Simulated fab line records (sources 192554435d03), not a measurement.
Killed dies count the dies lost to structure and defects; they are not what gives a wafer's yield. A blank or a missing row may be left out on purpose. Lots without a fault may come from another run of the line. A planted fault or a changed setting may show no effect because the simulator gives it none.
Which tool was responsible?    flow n5 finfet    27 wafers from 9 lots sampled at 6 of the route's 1938 steps

## WHAT EACH GAUGE READ, for each wafer
N5_SD_EPI_P_INSPECT_26: inspects for defects (darkfield). Usual: raw defect count at 178, with a standard deviation of 35.
lot   measured     on                 raw defect count  flag
L599  day 4 00:14  defect inspect-01  232 197 215       
L605  day 5 12:56  defect inspect-01  1321 1230 1305    OFF
L610  day 6 17:27  defect inspect-02  1265 1259 1289    OFF
L613  day 7 11:22  defect inspect-02  185 113 232       
L616  day 8 03:49  defect inspect-01  141 189 245       
L617  day 8 09:40  defect inspect-01  195 212 131       
L618  day 8 16:13  defect inspect-02  204 185 180       
L619  day 9 00:11  defect inspect-01  190 217 199       
L620  day 9 03:10  defect inspect-02  141 168 156       

N5_BEOL_M4_RC_MEAS_101. Usual: DIBL_N 36.0 mV/V, standard deviation 1.7; DIBL_P 36.0 mV/V, standard deviation 2; IOFF_N 0.156 nA/um, standard deviation 0.028; IOFF_P 0.21 nA/um, standard deviation 0.04; ION_N 673 uA/um, standard deviation 12; ION_P 463 uA/um, standard deviation 8.3; SS_N 71.4 mV/dec, standard deviation 0.6; SS_P 73.3 mV/dec, standard deviation 0.66; VT_N 250 mV, standard deviation 3; VT_P -250 mV, standard deviation 3.8.
lot   measured      on         DIBL_N (mV/V)   DIBL_P (mV/V)   IOFF_N (nA/um)     IOFF_P (nA/um)  ION_N (uA/um)  ION_P (uA/um)  SS_N (mV/dec)   SS_P (mV/dec)   VT_N (mV)    VT_P (mV)       flag
L599  day 8 01:18   prober-02  35.8 38.5 35.0  35.5 39.1 35.3  0.155 0.207 0.146  0.16 0.22 0.17  674 680 668    460 454 454    72.5 72.3 70.5  73.2 74.7 73.0  250 248 248  -257 -251 -256  
L605  day 9 16:02   prober-02  36.1 36.3 36.6  35.1 35.6 35.9  0.155 0.168 0.159  0.20 0.22 0.22  669 681 673    462 465 461    71.7 70.9 71.8  73.6 73.2 74.5  252 248 251  -251 -247 -250  
L610  day 11 03:14  prober-01  36.4 34.0 35.7  37.6 35.2 37.5  0.171 0.133 0.155  0.28 0.25 0.28  694 680 688    480 485 480    71.3 70.9 71.4  73.8 73.3 74.7  248 249 248  -240 -243 -244  
L613  day 11 23:07  prober-02  38.2 37.0 34.4  39.8 38.4 35.9  0.180 0.150 0.121  0.26 0.23 0.20  676 660 663    466 456 460    71.8 71.2 70.9  73.4 73.9 72.9  248 251 253  -246 -247 -250  
L616  day 13 01:37  prober-02  34.4 35.9 34.5  34.3 36.0 33.9  0.118 0.145 0.125  0.18 0.21 0.18  667 662 662    462 456 463    70.8 71.1 71.1  72.6 73.1 72.5  256 250 252  -251 -251 -252  
L617  day 13 12:47  prober-01  38.1 37.2 38.8  38.5 36.4 38.3  0.208 0.179 0.202  0.24 0.20 0.25  692 673 686    468 455 466    71.7 71.9 72.1  73.9 73.5 74.6  247 249 246  -249 -254 -250  
L618  day 13 08:37  prober-02  34.3 34.2 34.4  34.3 33.8 34.6  0.137 0.136 0.143  0.20 0.19 0.21  671 672 675    463 468 472    71.6 70.3 70.9  73.4 72.6 73.2  252 250 249  -247 -249 -245  
L619  day 13 10:40  prober-01  35.1 36.1 35.9  35.2 36.0 36.8  0.132 0.156 0.150  0.16 0.18 0.19  676 674 680    463 461 462    70.9 71.5 71.0  72.4 73.2 72.9  251 250 251  -254 -256 -253  
L620  day 14 00:35  prober-02  36.8 36.1 36.3  37.8 37.0 36.7  0.184 0.167 0.166  0.23 0.21 0.21  694 684 680    471 464 459    71.0 71.1 71.8  73.2 72.9 73.4  246 248 247  -249 -251 -253  

## TOOL THAT RAN EACH LOT (tool first, then ch and the chambers of the sampled wafers, then the start)
lot   N5_SD_EPI_P_PRECLEAN_33             N5_SD_ACTIVATION_RTA_00          N5_ILD0_CMP_03                N5_ILD0_CMP_12
L599  wet bench-05 ch 4,5,6, day 4 00:11  rtp anneal-02 ch 0, day 4 00:16  cmp-03 ch 0,2, day 4 03:58    cmp-03 ch 1,2,3, day 4 07:32
L605  wet bench-05 ch 1,5,6, day 5 12:52  rtp anneal-01 ch 0, day 5 12:59  cmp-01 ch 0,3, day 5 16:05    cmp-03 ch 0,2, day 5 19:52
L610  wet bench-05 ch 1,2,7, day 6 17:24  rtp anneal-01 ch 0, day 6 17:32  cmp-01 ch 0,1,2, day 6 20:40  cmp-04 ch 1,2, day 7 00:09
L613  wet bench-04 ch 0,2,3, day 7 11:19  rtp anneal-02 ch 0, day 7 11:29  cmp-04 ch 1,3, day 7 14:32    cmp-01 ch 0,1,3, day 7 18:22
L616  wet bench-04 ch 1,3,4, day 8 03:46  rtp anneal-01 ch 0, day 8 03:55  cmp-01 ch 1,2,3, day 8 07:07  cmp-03 ch 0,1,3, day 8 11:43
L617  wet bench-04 ch 1,5,6, day 8 09:37  rtp anneal-01 ch 0, day 8 09:41  cmp-01 ch 0,2, day 8 13:07    cmp-01 ch 0,1, day 8 17:57
L618  wet bench-04 ch 0,5,7, day 8 16:10  rtp anneal-01 ch 0, day 8 16:14  cmp-03 ch 0,2,3, day 8 19:23  cmp-01 ch 0,1,2, day 8 22:57
L619  wet bench-04 ch 3,4,7, day 9 00:08  rtp anneal-01 ch 0, day 9 00:14  cmp-03 ch 0,1,2, day 9 03:46  cmp-01 ch 1,2,3, day 9 07:16
L620  wet bench-05 ch 3,5,7, day 9 03:07  rtp anneal-01 ch 0, day 9 03:11  cmp-04 ch 0,2,3, day 9 06:42  cmp-01 ch 0,2,3, day 9 10:14
- N5_SD_EPI_P_PRECLEAN_33: cleans in SC2, time 45 s.
- N5_SD_ACTIVATION_RTA_00: time 0 s.
- N5_ILD0_CMP_03: polishes, stops on SiNx, t overpolish 1.9 s, target thk 197.38 nm.
- N5_ILD0_CMP_12: polishes SiNx, stops on poly-Si, t overpolish 6 s, target thk 17.67 nm.

## AS READ BY THE TOOLS THEMSELVES (means over the sampled wafers that have a number; for cases with no such wafer, the mark the record gives instead)
N5_SD_ACTIVATION_RTA_00. Usual: lamp power pct 8.96 %, standard deviation 0.052; wafer_temp_C_max 975.0, standard deviation 1.9.
lot   tool           lamp power pct (%)  wafer_temp_C_max  flag
L599  rtp anneal-02  8.96                975.9             
L605  rtp anneal-01  8.99                975.5             
L610  rtp anneal-01  8.96                976.7             
L613  rtp anneal-02  9.00                973.3             
L616  rtp anneal-01  8.96                974.8             
L617  rtp anneal-01  8.96                975.4             
L618  rtp anneal-01  8.96                975.3             
L619  rtp anneal-01  8.97                975.4             
L620  rtp anneal-01  8.97                974.3             

N5_ILD0_CMP_03. Usual: motor current A 12.5 A, standard deviation 0.97; overpolish run s 1.900 s, standard deviation 0.0097; pad life wafers 842, standard deviation 520; slurry flow ml min 150.0, standard deviation 0.48; time to endpoint s 72 s, standard deviation 3.6.
lot   tool    motor current A (A)  overpolish run s (s)  pad life wafers  slurry flow ml min  time to endpoint s (s)  flag
L599  cmp-03  12.8                 1.905                 1568             150.5               71                      
L605  cmp-01  12.3                 1.899                 534              149.7               74                      
L610  cmp-01  12.8                 1.907                 806              149.9               76                      
L613  cmp-04  12.3                 1.892                 1501             149.8               78                      
L616  cmp-01  12.5                 1.898                 1070             149.9               69                      
L617  cmp-01  12.0                 1.900                 1130             150.4               73                      
L618  cmp-03  12.2                 1.899                 475              150.2               71                      
L619  cmp-03  12.5                 1.897                 536              149.7               72                      
L620  cmp-04  12.9                 1.898                 1807             150.3               73                      

N5_ILD0_CMP_12. Usual: motor current A 9.1 A, standard deviation 0.66; overpolish run s 6.001 s, standard deviation 0.0097; pad life wafers 1180, standard deviation 520; slurry flow ml min 150.0, standard deviation 0.45; time to endpoint s 29.1 s, standard deviation 2.2.
lot   tool    motor current A (A)  overpolish run s (s)  pad life wafers  slurry flow ml min  time to endpoint s (s)  flag
L599  cmp-03  9.3                  6.001                 1592             149.8               28.6                    
L605  cmp-03  8.9                  6.005                 1879             150.1               29.4                    
L610  cmp-04  8.7                  5.998                 1362             150.3               29.6                    
L613  cmp-01  9.5                  6.004                 956              149.8               30.0                    
L616  cmp-03  9.2                  6.011                 398              150.2               31.0                    
L617  cmp-01  9.8                  5.994                 1178             149.6               31.0                    
L618  cmp-01  9.7                  6.005                 1214             150.0               30.2                    
L619  cmp-01  9.4                  5.994                 1291             149.6               30.4                    
L620  cmp-01  8.8                  5.999                 1328             150.1               30.5                    

## THE ANSWER, worked out from the rows above alone
Rule: take the mean of a lot's wafers that have a number; if it is more than 3 standard deviations from the usual mean, the lot is off. A lot without any number at a reading at which 4 lots or more have one is off too. The other lots that the step has rows for count as sound. After the gauges, taken in route order, come the tools' own readings; for these a lot's mean is taken, as printed above. At the first step where some lot is off, the reading lying furthest off is the one used; lots without a number count as furthest.
Off, at N5_SD_EPI_P_INSPECT_26 on raw defect count: L605, L610.
If a tool, at a process step before that reading, ran all the lots that are off and no sound lot after the first of them, it fits. Gauges at N5_SD_EPI_P_INSPECT_26: tried the same way as those tools. None of those tried fits.

## WHAT THE SIMULATOR PUT IN
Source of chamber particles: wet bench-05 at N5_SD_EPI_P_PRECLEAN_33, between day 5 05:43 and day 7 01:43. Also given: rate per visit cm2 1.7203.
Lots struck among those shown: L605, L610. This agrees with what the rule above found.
